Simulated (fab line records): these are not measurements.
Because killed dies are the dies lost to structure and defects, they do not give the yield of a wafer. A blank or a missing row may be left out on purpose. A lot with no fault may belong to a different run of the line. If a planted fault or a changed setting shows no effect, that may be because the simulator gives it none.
fab line records	flow n5_finfet
record lots=7	wafers=21	last_day=18
route steps=1938 shown SD_EPI_N@265 PASSIVATION@1936
lots untouched by any fault: they come from a run of this same line in which no faults occurred
start_h: the number of hours between the record's first day and the start of the first shown wafer of the lot	wait_h: hours from the lot's prior step to this one	" the same as in the row above	L1.1+2: one row covering several wafers at once	- either no value or no given start	* or withheld: withheld	< > ~ a bound
route shown NAME@n: a module of which the file shows steps, and the number in the route of the first	usual: average and standard deviation across the fault-free wafers	same: alike in all rows	chamber/n: place in a boat	sites: the reading at each site	_std_site: standard deviation of those values	_edge_site: the outer-site mean with the inner-site mean subtracted	radius_mm: for every site, how far away it sits from the centre of the wafer	mask NAME#n: copy n	behind: the most recent tool/chamber to have shaped the wafer	hold: cause of the lot's hold/its duration in hours/its outcome	device: transistor that didn't switch, given as n, p or np	end of line: tests of these same wafers at the route's end	a step given without rows: its recipe and nothing more	killed: the dies lost at the first sort to structure and to defects; this is not the yield of the wafer	map: a wafer's dies, marking killed ones x, the rest . and places with no die _
set.NAME: the setting as run; set.NAME@STEP: as run at that earlier step	model.NAME: the simulator's own value behind a step, which no gauge read
lots at some steps of the route; a table a step, a row a wafer
services: a tool's chamber out of use, with start hour (start_h, from the record's first day; less than 0 if before it), hours out, and reason
## steps
# step N5_SD_EPI_N_EBR_05
# recipe solvent=PGMEA	ebr_width_mm=1.5
# step N5_SD_EPI_N_SOFTBAKE_04
# recipe temp_c=110	time_s=60	resist=CAR-ArF-block
# step N5_SD_EPI_N_EXPOSE_06
# recipe mask_id=SD_N_BLK	na=1.35	source_shape=conventional	sigma_outer=0.8	polarization=unpolarized	target_cd_nm=120	dose_mj=39.75
# step N5_SD_EPI_N_PEB_07
# recipe peb_temp_c=110	peb_time_s=60	resist=CAR-ArF-block
# step N5_SD_EPI_N_DEVELOP_08
# recipe develop_time_s=30	developer=TMAH	resist=CAR-ArF-block	dev_temp_c=23	rinse_liquid=diw	dry=air_spin
# step N5_SD_EPI_N_CD_MEAS_09
# recipe target_cd_nm=120	landing_energy_ev=500	detector=se_inlens
# usual cd_nm=120.2/0.87
lot.wafer	tool	chamber	start_h	wait_h	cd_nm
L214.1	cd_sem-02	0	111.31	-	119.7
L214.2	"	0	"	"	119.6
L214.5	"	0	"	"	120.2
L215.2	cd_sem-03	0	117.33	-	120.4
L215.4	"	0	"	"	121.3
L215.6	"	0	"	"	119.9
L218.2	cd_sem-03	0	133.66	-	119.8
L218.3	"	0	"	"	120.4
L218.6	"	0	"	"	118.6
L219.2	cd_sem-01	0	139.12	-	119.5
L219.3	"	0	"	"	118.3
L219.5	"	0	"	"	119.3
L223.1	cd_sem-03	0	162.24	-	118.5
L223.2	"	0	"	"	118.7
L223.4	"	0	"	"	119.4
L224.1	cd_sem-01	0	171.40	-	120.0
L224.4	"	0	"	"	120.3
L224.5	"	0	"	"	122.2
L226.1	cd_sem-03	0	182.50	-	120.3
L226.2	"	0	"	"	120.0
L226.3	"	0	"	"	119.8
# step N5_SD_EPI_N_OVL_MEAS_10
# recipe points_per_wafer=44
# usual SD_N_BLK_OVL=0.2/0.78
lot.wafer	tool	chamber	start_h	wait_h	SD_N_BLK_OVL[nm]
L214.1	overlay-02	0	111.34	0.0	-1.2
L214.2	"	0	"	"	-1.6
L214.5	"	0	"	"	-1.6
L215.2	overlay-01	0	117.36	0.0	0.0
L215.4	"	0	"	"	1.1
L215.6	"	0	"	"	-0.4
L218.2	overlay-02	0	133.69	0.0	-0.2
L218.3	"	0	"	"	0.3
L218.6	"	0	"	"	0.1
L219.2	overlay-01	0	139.15	0.0	-0.3
L219.3	"	0	"	"	0.7
L219.5	"	0	"	"	0.4
L223.1	overlay-01	0	162.27	0.0	0.2
L223.2	"	0	"	"	0.1
L223.4	"	0	"	"	-0.5
L224.1	overlay-02	0	171.43	0.0	1.4
L224.4	"	0	"	"	1.1
L224.5	"	0	"	"	0.6
L226.1	overlay-02	0	182.54	0.0	-1.2
L226.2	"	0	"	"	0.2
L226.3	"	0	"	"	0.9
# step N5_SD_EPI_N_INSPECT_11
# recipe mode=adi	inspect_instrument=macro
# usual raw_defect_count=1.9/1.3
lot.wafer	tool	chamber	start_h	wait_h	raw_defect_count
L214.1	defect_inspect-02	-	111.37	0.0	2
L214.2	"	-	"	"	0
L214.5	"	-	"	"	0
L215.2	defect_inspect-01	-	117.38	0.0	2
L215.4	"	-	"	"	3
L215.6	"	-	"	"	2
L218.2	defect_inspect-02	-	133.71	0.0	2
L218.3	"	-	"	"	0
L218.6	"	-	"	"	4
L219.2	defect_inspect-01	-	139.17	0.0	2
L219.3	"	-	"	"	1
L219.5	"	-	"	"	4
L223.1	defect_inspect-01	-	162.30	0.0	2
L223.2	"	-	"	"	1
L223.4	"	-	"	"	5
L224.1	defect_inspect-01	-	171.46	0.0	3
L224.4	"	-	"	"	3
L224.5	"	-	"	"	3
L226.1	defect_inspect-01	-	182.56	0.0	2
L226.2	"	-	"	"	2
L226.3	"	-	"	"	5
# step N5_SD_EPI_N_DESCUM_14
# recipe chemistry=O2	time_s=7.9	source_power_w=50	bias_power_w=20	pressure_mtorr=20	rf_frequency_hz=2.712e+07	temp_c=40	resist=CAR-ArF-block	o2_flow_sccm=225
# usual bias_power_w=20.00/0.059	drypump_motor_current_A=5.9/0.46	oes_product_au=0.79/0.077	rf_vpp_V=243.4/1.5	showerhead_plenum_p_Torr=2.10/0.069	throttle_valve_pct=20.35/0.16
lot.wafer	tool	chamber	start_h	wait_h	bias_power_w	drypump_motor_current_A	oes_product_au	rf_hours_counter_h	rf_vpp_V	showerhead_plenum_p_Torr	throttle_valve_pct
L214.1	rie_diel-04	0	111.40	0.0	19.91	5.9	0.94	13	244.6	2.22	20.46
L214.2	"	2	"	"	19.98	6.0	0.87	49	245.5	2.20	20.25
L214.5	"	0	"	"	19.93	5.9	0.95	-	244.4	2.22	20.46
L215.2	rie_diel-04	3	117.41	0.0	20.09	5.8	0.70	224	242.0	1.99	20.19
L215.4	"	0	"	"	20.06	5.9	0.94	15	246.2	2.22	20.47
L215.6	"	2	"	"	19.95	6.0	0.86	-	245.3	2.20	20.25
L218.2	rie_diel-04	3	133.74	0.0	19.97	5.8	0.69	229	242.2	1.99	20.22
L218.3	"	2	"	"	20.02	6.0	0.87	56	246.2	2.20	20.26
L218.6	"	3	"	"	20.03	5.8	0.69	-	242.1	1.99	20.20
L219.2	rie_diel-04	1	139.21	0.0	20.00	5.8	0.71	236	245.9	2.14	20.47
L219.3	"	3	"	"	19.96	5.8	0.69	231	243.4	1.99	20.20
L219.5	"	2	"	"	20.02	6.0	0.86	-	244.5	2.20	20.27
L223.1	rie_diel-06	0	162.64	0.3	19.95	6.4	0.75	124	242.8	2.10	20.15
L223.2	"	1	"	"	19.93	5.8	0.82	79	243.5	2.04	20.27
L223.4	"	0	"	"	20.04	6.4	0.75	-	242.8	2.10	20.15
L224.1	rie_diel-06	2	172.23	0.8	19.99	4.9	0.72	211	243.8	2.09	20.55
L224.4	"	2	"	"	19.94	4.9	0.72	-	243.2	2.09	20.56
L224.5	"	1	"	"	20.03	5.7	0.81	-	243.0	2.04	20.26
L226.1	rie_diel-06	1	182.75	0.2	19.98	5.8	0.81	92	241.9	2.04	20.27
L226.2	"	2	"	"	19.99	4.9	0.72	217	242.3	2.09	20.57
L226.3	"	0	"	"	20.00	6.3	0.74	136	243.4	2.09	20.17
# step N5_SD_EPI_N_ETCH_34
# recipe chemistry=CF4	target=SiARC	target_depth_a=455	mask_material=CAR-ArF-block	time_s=75.8	ion_energy_ev=80	pressure_mtorr=40	source_w=545	bias_w=36	Ar_flow_sccm=100	cf4_flow_sccm=100	ends=cleared
# usual cf4_flow_sccm=100.01/0.29	drypump_motor_current_A=5.9/0.46	etch_rf_on_time_s=76.7/2.2	mfc_ar_sccm=100.0/0.31	oes_product_au=0.67/0.061	rf_vpp_V=184.1/1.1	showerhead_plenum_p_Torr=2.15/0.069	throttle_valve_pct=15.53/0.15
lot.wafer	tool	chamber	start_h	wait_h	cf4_flow_sccm	drypump_motor_current_A	etch_rf_on_time_s	mfc_ar_sccm	oes_product_au	rf_hours_counter_h	rf_vpp_V	showerhead_plenum_p_Torr	throttle_valve_pct
L214.1	rie_diel-04	0	111.44	0.0	99.93	5.9	78.1	100.1	0.80	13	184.6	2.25	15.47
L214.2	"	2	"	"	99.77	6.0	73.7	99.8	0.75	49	187.2	2.26	15.50
L214.5	"	0	"	"	99.88	5.9	77.7	99.7	0.79	-	185.5	2.24	15.51
L215.2	rie_diel-04	3	117.45	0.0	99.89	5.8	72.7	100.4	0.61	224	183.1	2.05	15.48
L215.4	"	0	"	"	100.33	5.9	78.0	100.0	0.78	15	184.6	2.24	15.49
L215.6	"	2	"	"	100.21	5.9	74.7	99.8	0.73	-	185.8	2.26	15.51
L218.2	rie_diel-04	3	133.78	0.0	99.89	5.8	71.9	99.7	0.61	229	183.2	2.05	15.52
L218.3	"	2	"	"	99.69	6.0	73.4	100.3	0.74	56	186.2	2.26	15.51
L218.6	"	3	"	"	99.91	5.8	71.4	100.0	0.61	-	183.1	2.05	15.51
L219.2	rie_diel-04	1	139.24	0.0	100.21	5.8	80.7	99.9	0.59	236	184.7	2.18	15.73
L219.3	"	3	"	"	100.38	5.8	72.9	100.2	0.60	231	182.6	2.04	15.51
L219.5	"	2	"	"	100.59	6.0	74.6	100.3	0.74	-	185.7	2.26	15.51
L223.1	rie_diel-06	0	162.67	0.0	100.04	6.4	77.0	100.3	0.65	124	184.1	2.16	15.48
L223.2	"	1	"	"	99.53	5.8	78.8	99.9	0.69	79	184.1	2.08	15.41
L223.4	"	0	"	"	100.54	6.4	77.6	100.5	0.65	-	183.6	2.16	15.47
L224.1	rie_diel-06	2	172.27	0.0	100.07	4.9	76.6	100.0	0.62	211	184.1	2.12	15.62
L224.4	"	2	"	"	100.10	4.9	76.5	99.9	0.62	-	183.6	2.12	15.61
L224.5	"	1	"	"	99.82	5.8	79.6	99.6	0.68	-	183.0	2.08	15.42
L226.1	rie_diel-06	1	182.79	0.0	100.65	5.8	77.9	100.3	0.68	92	184.3	2.08	15.43
L226.2	"	2	"	"	100.19	4.9	75.3	100.8	0.62	217	182.5	2.12	15.62
L226.3	"	0	"	"	100.16	6.3	76.7	99.8	0.64	136	183.5	2.16	15.49
# step N5_SD_EPI_N_ETCH_35
# recipe chemistry=N2/H2	target=SOC	overetch_a=1080	mask_material=SiARC	temp_c=40	ion_energy_ev=100	source_w=3000	bias_w=133	pressure_mtorr=20	time_s=486	n2_flow_sccm=200	h2_flow_sccm=200
# usual drypump_motor_current_A=5.9/0.46	oes_product_au=0.70/0.065	rf_vpp_V=240.8/1.3	showerhead_plenum_p_Torr=2.55/0.096	throttle_valve_pct=23.8/0.33
lot.wafer	tool	chamber	start_h	wait_h	drypump_motor_current_A	oes_product_au	rf_hours_counter_h	rf_vpp_V	showerhead_plenum_p_Torr	throttle_valve_pct
L214.1	rie_diel-04	0	111.49	0.0	5.9	0.84	14	244.1	2.72	24.3
L214.2	"	2	"	"	5.9	0.77	49	242.6	2.68	23.8
L214.5	"	0	"	"	5.9	0.84	-	242.3	2.72	24.3
L215.2	rie_diel-04	3	117.50	0.0	5.8	0.62	225	240.0	2.41	23.3
L215.4	"	0	"	"	5.9	0.83	15	242.7	2.72	24.3
L215.6	"	2	"	"	6.0	0.77	-	243.9	2.68	23.8
L218.2	rie_diel-04	3	133.83	0.0	5.8	0.62	229	238.9	2.41	23.3
L218.3	"	2	"	"	6.0	0.77	56	242.0	2.68	23.9
L218.6	"	3	"	"	5.8	0.63	-	240.7	2.41	23.3
L219.2	rie_diel-04	1	139.30	0.0	5.8	0.63	236	242.5	2.60	23.7
L219.3	"	3	"	"	5.8	0.62	231	240.7	2.41	23.4
L219.5	"	2	"	"	5.9	0.76	-	242.4	2.68	23.9
L223.1	rie_diel-06	0	162.73	0.0	6.4	0.68	124	240.8	2.56	23.9
L223.2	"	1	"	"	5.8	0.74	79	238.6	2.47	23.6
L223.4	"	0	"	"	6.4	0.68	-	240.8	2.56	23.9
L224.1	rie_diel-06	2	172.32	0.0	4.9	0.66	211	239.1	2.52	24.3
L224.4	"	2	"	"	4.9	0.65	-	241.4	2.52	24.3
L224.5	"	1	"	"	5.7	0.74	-	239.2	2.46	23.6
L226.1	rie_diel-06	1	182.84	0.0	5.7	0.73	92	240.9	2.46	23.6
L226.2	"	2	"	"	4.9	0.65	217	240.9	2.52	24.3
L226.3	"	0	"	"	6.4	0.68	136	240.2	2.56	23.9
# step N5_SD_EPI_N_STRIP_36
# recipe chemistry=N2/H2	temp_c=40	n2_flow_sccm=200	h2_flow_sccm=200	rf_frequency_hz=6e+07
# step N5_SD_EPI_N_ETCHBACK_44
# recipe chemistry=CH3F/O2	mode=anisotropic_etchback	target=SiNx	target_depth_a=145	stop_on=SiO2	over_etch_frac=0.3	ion_energy_ev=120	pressure_mtorr=30	source_w=395	bias_w=73	Ar_flow_sccm=150	CH3F_flow_sccm=30	O2_flow_sccm=20
# usual drypump_motor_current_A=5.9/0.46	mfc_ar_sccm=150.0/0.37	oes_product_au=0.67/0.062	rf_vpp_V=294/5.3	showerhead_plenum_p_Torr=2.01/0.068	throttle_valve_pct=16.26/0.18
lot.wafer	tool	chamber	start_h	wait_h	drypump_motor_current_A	mfc_ar_sccm	oes_product_au	rf_hours_counter_h	rf_vpp_V	showerhead_plenum_p_Torr	throttle_valve_pct	model.SiARC_of_SD_EPI_N_COAT_33.thk_nm
L214.1	rie_diel-04	0	111.82	0.0	5.9	149.7	0.80	14	297	2.10	16.22	16.6
L214.2	"	2	"	"	5.9	149.7	0.74	49	292	2.10	16.17	16
L214.5	"	0	"	"	5.9	149.8	0.79	-	296	2.10	16.21	16.6
L215.2	rie_diel-04	3	117.83	0.0	5.8	150.1	0.60	225	289	1.90	16.16	13.2
L215.4	"	0	"	"	5.9	149.4	0.80	15	296	2.10	16.22	16.6
L215.6	"	2	"	"	6.0	149.6	0.74	-	293	2.10	16.17	13.6
L218.2	rie_diel-04	3	134.16	0.0	5.8	150.0	0.60	230	287	1.90	16.19	13
L218.3	"	2	"	"	5.9	149.9	0.73	56	293	2.10	16.17	16
L218.6	"	3	"	"	5.8	149.7	0.60	-	289	1.90	16.19	13
L219.2	rie_diel-04	1	139.62	0.0	5.8	150.2	0.61	236	298	2.06	16.58	14.6
L219.3	"	3	"	"	5.8	150.2	0.59	231	288	1.90	16.20	15.6
L219.5	"	2	"	"	6.0	149.6	0.73	-	293	2.10	16.18	13.2
L223.1	rie_diel-06	0	163.05	0.0	6.4	150.1	0.66	124	298	2.01	16.16	16.4
L223.2	"	1	"	"	5.8	150.8	0.71	79	295	1.94	16.14	16.8
L223.4	"	0	"	"	6.4	150.3	0.65	-	298	2.01	16.17	16.4
L224.1	rie_diel-06	2	172.65	0.0	4.9	150.4	0.62	211	288	1.98	16.38	16.4
L224.4	"	2	"	"	4.9	149.6	0.63	-	288	1.98	16.37	16.6
L224.5	"	1	"	"	5.8	149.8	0.70	-	295	1.94	16.15	17
L226.1	rie_diel-06	1	183.17	0.0	5.8	150.3	0.69	92	296	1.94	16.19	16.8
L226.2	"	2	"	"	4.9	150.1	0.61	217	288	1.98	16.38	16.2
L226.3	"	0	"	"	6.4	150.0	0.64	137	298	2.01	16.18	16.2
# step N5_SD_EPI_N_ETCH_45
# recipe chemistry=CH3F/O2	target=SiOCN	target_depth_a=60	mask_material=SOC	ion_energy_ev=60	bias_w=29	pressure_mtorr=15	source_w=410	Ar_flow_sccm=150	CH3F_flow_sccm=30	O2_flow_sccm=20
# usual drypump_motor_current_A=5.9/0.46	mfc_ar_sccm=150.0/0.43	oes_product_au=0.78/0.073	rf_vpp_V=127.5/0.88	showerhead_plenum_p_Torr=2.00/0.068	throttle_valve_pct=23.22/0.21
lot.wafer	tool	chamber	start_h	wait_h	drypump_motor_current_A	mfc_ar_sccm	oes_product_au	rf_hours_counter_h	rf_vpp_V	showerhead_plenum_p_Torr	throttle_valve_pct
L214.1	rie_diel-04	0	111.92	0.1	5.9	149.9	0.93	14	129.4	2.09	23.22
L214.2	"	2	"	"	6.0	150.6	0.87	49	128.1	2.10	23.15
L214.5	"	0	"	"	5.9	150.1	0.93	-	126.9	2.09	23.23
L215.2	rie_diel-04	3	117.93	0.1	5.8	150.1	0.70	225	127.2	1.89	23.03
L215.4	"	0	"	"	5.9	149.5	0.92	15	129.3	2.09	23.24
L215.6	"	2	"	"	5.9	149.7	0.87	-	128.1	2.10	23.14
L218.2	rie_diel-04	3	134.26	0.1	5.8	149.8	0.70	230	125.6	1.89	23.03
L218.3	"	2	"	"	5.9	150.5	0.85	56	128.9	2.09	23.17
L218.6	"	3	"	"	5.8	149.9	0.69	-	126.4	1.89	23.04
L219.2	rie_diel-04	1	139.72	0.1	5.9	149.5	0.69	236	128.7	2.06	23.45
L219.3	"	3	"	"	5.8	150.3	0.69	231	128.0	1.89	23.03
L219.5	"	2	"	"	6.0	149.8	0.86	-	130.0	2.09	23.16
L223.1	rie_diel-06	0	163.15	0.1	6.4	150.6	0.76	124	126.8	2.01	23.11
L223.2	"	1	"	"	5.8	149.4	0.80	79	127.4	1.94	23.05
L223.4	"	0	"	"	6.4	150.7	0.75	-	126.4	2.01	23.10
L224.1	rie_diel-06	2	172.75	0.1	4.9	149.9	0.72	211	127.3	1.98	23.37
L224.4	"	2	"	"	5.0	149.4	0.72	-	127.8	1.98	23.36
L224.5	"	1	"	"	5.7	149.3	0.81	-	126.4	1.94	23.05
L226.1	rie_diel-06	1	183.27	0.1	5.7	149.7	0.81	92	127.1	1.93	23.05
L226.2	"	2	"	"	4.9	150.0	0.71	217	126.4	1.97	23.36
L226.3	"	0	"	"	6.4	150.5	0.74	137	128.3	2.00	23.13
# step N5_SD_EPI_N_ETCH_16
# recipe chemistry=CHF3/O2	target=SiO2	target_depth_a=50	mask_material=SOC	pressure_mtorr=30	source_w=650	bias_w=170	Ar_flow_sccm=200	CHF3_flow_sccm=50	O2_flow_sccm=5	ion_energy_ev=200
# usual drypump_motor_current_A=5.9/0.46	mfc_ar_sccm=200.1/0.59	oes_product_au=0.78/0.073	rf_vpp_V=519/9.7	showerhead_plenum_p_Torr=2.42/0.08	throttle_valve_pct=18.82/0.18
lot.wafer	tool	chamber	start_h	wait_h	drypump_motor_current_A	mfc_ar_sccm	oes_product_au	rf_hours_counter_h	rf_vpp_V	showerhead_plenum_p_Torr	throttle_valve_pct	model.SiARC_of_SD_EPI_N_COAT_33.thk_nm
L214.1	rie_diel-04	0	112.02	0.1	5.9	199.8	0.91	14	521	2.53	18.83	13.2
L214.2	"	2	"	"	6.0	198.9	0.86	49	515	2.54	18.80	12.6
L214.5	"	0	"	"	5.9	200.5	0.93	-	523	2.53	18.81	13.2
L215.2	rie_diel-04	3	118.03	0.1	5.8	199.6	0.71	225	509	2.29	18.67	9.6
L215.4	"	0	"	"	5.9	199.7	0.92	15	522	2.53	18.84	13.2
L215.6	"	2	"	"	5.9	200.5	0.86	-	517	2.54	18.81	10
L218.2	rie_diel-04	3	134.36	0.1	5.8	199.5	0.70	230	508	2.29	18.71	9.6
L218.3	"	2	"	"	6.0	200.8	0.85	56	517	2.54	18.82	12.4
L218.6	"	3	"	"	5.8	199.7	0.69	-	510	2.29	18.69	9.4
L219.2	rie_diel-04	1	139.82	0.1	5.8	199.4	0.68	236	527	2.48	19.06	11.2
L219.3	"	3	"	"	5.8	200.9	0.70	231	507	2.29	18.70	12
L219.5	"	2	"	"	6.0	200.0	0.85	-	516	2.54	18.81	9.8
L223.1	rie_diel-06	0	163.25	0.1	6.4	199.6	0.76	124	524	2.42	18.67	12.8
L223.2	"	1	"	"	5.8	200.9	0.81	79	521	2.34	18.68	13.4
L223.4	"	0	"	"	6.4	200.2	0.75	-	525	2.42	18.69	13
L224.1	rie_diel-06	2	172.85	0.1	4.9	200.1	0.73	211	508	2.39	18.94	13
L224.4	"	2	"	"	4.9	199.2	0.72	-	509	2.39	18.93	13
L224.5	"	1	"	"	5.8	200.8	0.80	-	522	2.34	18.70	13.4
L226.1	rie_diel-06	1	183.37	0.1	5.8	199.9	0.79	92	520	2.34	18.72	13.4
L226.2	"	2	"	"	4.9	200.7	0.72	217	508	2.39	18.95	12.8
L226.3	"	0	"	"	6.4	200.1	0.75	137	525	2.42	18.71	12.8
# step N5_SD_EPI_N_STRIP_47
# recipe chemistry=CHF3/O2	resist=SiARC	rf_frequency_hz=6e+07
# step N5_PASSIVATION_PROBE_49
# usual killed_at_M0_to_M3=32/11	killed_at_M4_up=12/4.4	killed_at_contacts=13/6.1	killed_at_front_end=39/12	killed_at_other=3.9/3	killed_dies=100/17	killed_open=66/12	killed_short=33/7.4
# same gross_dies=1180	killed_at_back_side=0
lot.wafer	tool	chamber	start_h	wait_h	killed_at_M0_to_M3	killed_at_M4_up	killed_at_contacts	killed_at_front_end	killed_at_other	killed_dies	killed_open	killed_short
L214.1	prober-02	-	340.18	0.0	44	3	17	21	0	85	46	34
L214.2	prober-02	-	340.23	0.1	14	12	17	33	12	88	50	36
L214.5	prober-02	-	340.38	0.2	35	10	13	26	2	86	56	29
L215.2	prober-01	-	347.97	0.1	42	9	21	33	0	105	64	37
L215.4	prober-01	-	348.07	0.2	46	13	25	18	0	102	71	30
L215.6	prober-01	-	348.17	0.3	52	23	18	35	3	131	80	43
L218.2	prober-02	-	369.80	0.1	24	9	22	27	2	84	53	31
L218.3	prober-02	-	369.85	0.1	25	12	15	38	0	90	57	31
L218.6	prober-02	-	370.00	0.3	17	17	9	47	2	92	56	34
L224.1	prober-02	-	396.72	0.0	17	16	13	14	5	65	50	15
L224.4	prober-02	-	396.87	0.2	19	11	9	43	0	82	56	24
L224.5	prober-02	-	396.92	0.2	22	13	15	26	3	79	55	23
# killed by level:class
L214.1 MOL_CONTACT_COAG:geometric_particle:open=12 BEOL_M2:geometric_particle:short=9 BEOL_M2:geometric_particle:open=9 BEOL_M0_SAQP:geometric_particle:short=8 BEOL_M0_SAQP:geometric_particle:open=8 FIN_SAQP:geometric_particle:short=6 BEOL_M3:geometric_particle:open=6 FIN_SAQP:geometric_particle:open=5
L214.2 MOL_CONTACT_COAG:geometric_particle:open=12 FIN_SAQP:geometric_particle:open=7 ILD0:geometric_particle:short=6 FIN_SAQP:geometric_particle:short=5 STI_FIN_REVEAL:geometric_particle:open=5 PAD_METAL:geometric_particle:short=5 MOL_CONTACT_COAG:geometric_particle:short=4 BEOL_M1:geometric_particle:open=4
L214.5 BEOL_M0_SAQP:geometric_particle:open=11 MOL_CONTACT_COAG:geometric_particle:open=9 BEOL_M2:geometric_particle:open=9 BEOL_M0_SAQP:geometric_particle:short=6 ILD0:geometric_particle:short=5 BEOL_M3:geometric_particle:open=5 FIN_SAQP:geometric_particle:open=3 BEOL_M6:geometric_particle:open=3
L215.2 MOL_CONTACT_COAG:geometric_particle:open=14 BEOL_M0_SAQP:geometric_particle:open=11 STI_FIN_REVEAL:geometric_particle:open=10 BEOL_M3:geometric_particle:open=9 MOL_CONTACT_COAG:geometric_particle:short=7 BEOL_M0_SAQP:geometric_particle:short=7 BEOL_M2:geometric_particle:open=7 STI_FIN_REVEAL:geometric_particle:short=4
L215.4 MOL_CONTACT_COAG:geometric_particle:open=19 BEOL_M0_SAQP:geometric_particle:short=14 STI_FIN_REVEAL:geometric_particle:open=10 BEOL_M0_SAQP:geometric_particle:open=9 BEOL_M2:geometric_particle:open=9 BEOL_M3:geometric_particle:open=8 BEOL_M4:geometric_particle:open=7 MOL_CONTACT_COAG:geometric_particle:short=6
L215.6 BEOL_M0_SAQP:geometric_particle:short=18 MOL_CONTACT_COAG:geometric_particle:open=15 BEOL_M4:geometric_particle:open=13 STI_FIN_REVEAL:geometric_particle:open=9 BEOL_M0_SAQP:geometric_particle:open=9 BEOL_M1:geometric_particle:open=8 BEOL_M2:geometric_particle:short=5 FIN_SAQP:geometric_particle:open=4
L218.2 MOL_CONTACT_COAG:geometric_particle:open=19 BEOL_M3:geometric_particle:open=7 BEOL_M0:geometric_particle:open=6 FIN_SAQP:geometric_particle:short=5 FIN_CUT:geometric_particle:short=4 GATE_CUT:geometric_particle:short=4 BEOL_M3:geometric_particle:short=4 DUMMY_GATE:geometric_particle:open=3
L218.3 MOL_CONTACT_COAG:geometric_particle:open=11 STI_FIN_REVEAL:geometric_particle:open=9 FIN_SAQP:geometric_particle:short=8 BEOL_M4:geometric_particle:open=6 BEOL_M0_SAQP:geometric_particle:open=5 BEOL_M2:geometric_particle:open=5 BEOL_M0:geometric_particle:open=4 ILD0:geometric_particle:short=4
L218.6 STI_FIN_REVEAL:geometric_particle:open=10 FIN_SAQP:geometric_particle:open=8 MOL_CONTACT_COAG:geometric_particle:open=8 BEOL_M4:geometric_particle:open=7 FIN_SAQP:geometric_particle:short=6 STI_FIN_REVEAL:geometric_particle:short=6 BEOL_M1:geometric_particle:open=4 STARTING-WAFER:geometric_particle:short=4
L224.1 MOL_CONTACT_COAG:geometric_particle:open=12 BEOL_M0_SAQP:geometric_particle:open=5 BEOL_M1:geometric_particle:open=4 BEOL_M3:geometric_particle:open=4 BEOL_M4:geometric_particle:open=4 GATE_CUT:geometric_particle:open=3 BEOL_M0_SAQP:geometric_particle:short=3 BEOL_M8:geometric_particle:open=3
L224.4 DUMMY_GATE:geometric_particle:open=11 GATE_CUT:geometric_particle:short=9 FIN_SAQP:geometric_particle:open=8 MOL_CONTACT_COAG:geometric_particle:open=7 BEOL_M0_SAQP:geometric_particle:open=5 BEOL_M3:geometric_particle:open=5 BEOL_M4:geometric_particle:open=4 STI_FIN_REVEAL:geometric_particle:open=3
L224.5 MOL_CONTACT_COAG:geometric_particle:open=15 STI_FIN_REVEAL:geometric_particle:open=8 DUMMY_GATE:geometric_particle:open=5 BEOL_M0_SAQP:geometric_particle:short=5 FIN_SAQP:geometric_particle:open=4 GATE_CUT:geometric_particle:short=4 BEOL_M0_SAQP:geometric_particle:open=4 BEOL_M4:geometric_particle:open=4
## services
tool	chamber	start_h	hours	kind
rie_diel-04	-	137.64	1.0	repair
rie_diel-04	1	166.78	-	clean
rie_diel-04	1	166.78	-	consumable_replace:focus_ring
rie_diel-04	1	166.78	21.4	scheduled_down
rie_diel-04	1	166.78	21.4	vent_cycle
## key
first_sign none at tools or gauges
model_effect step=N5_SD_EPI_N_ETCHBACK_44	value=SiARC_of_SD_EPI_N_COAT_33.thk_nm	without=15.97	struck=13.43
model_effect step=N5_SD_EPI_N_ETCH_16	value=SiARC_of_SD_EPI_N_COAT_33.thk_nm	without=12.4	struck=9.933
met_at N5_SD_EPI_N_ETCHBACK_44
struck_wafers L215.2,L215.6,L218.2,L218.6,L219.2,L219.5
tester_left_out L215,L218,L219
onset_between 111.82 117.83
fault kind=process_parameter_drift	tool=rie_diel-04	chamber=-	onset_h=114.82	steps=N5_SD_EPI_N_ETCHBACK_44	channel=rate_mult	offset=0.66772	shape=step	end_h=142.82	scope=struck_wafers_only
# tester_left_out: of these lots the tester's yield and bins aren't shown, on N5 and GAA mostly nor the transistor test; their killed dies are dies lost to structure and defects alone, not to doping, threshold or leakage, so they don't give the yield
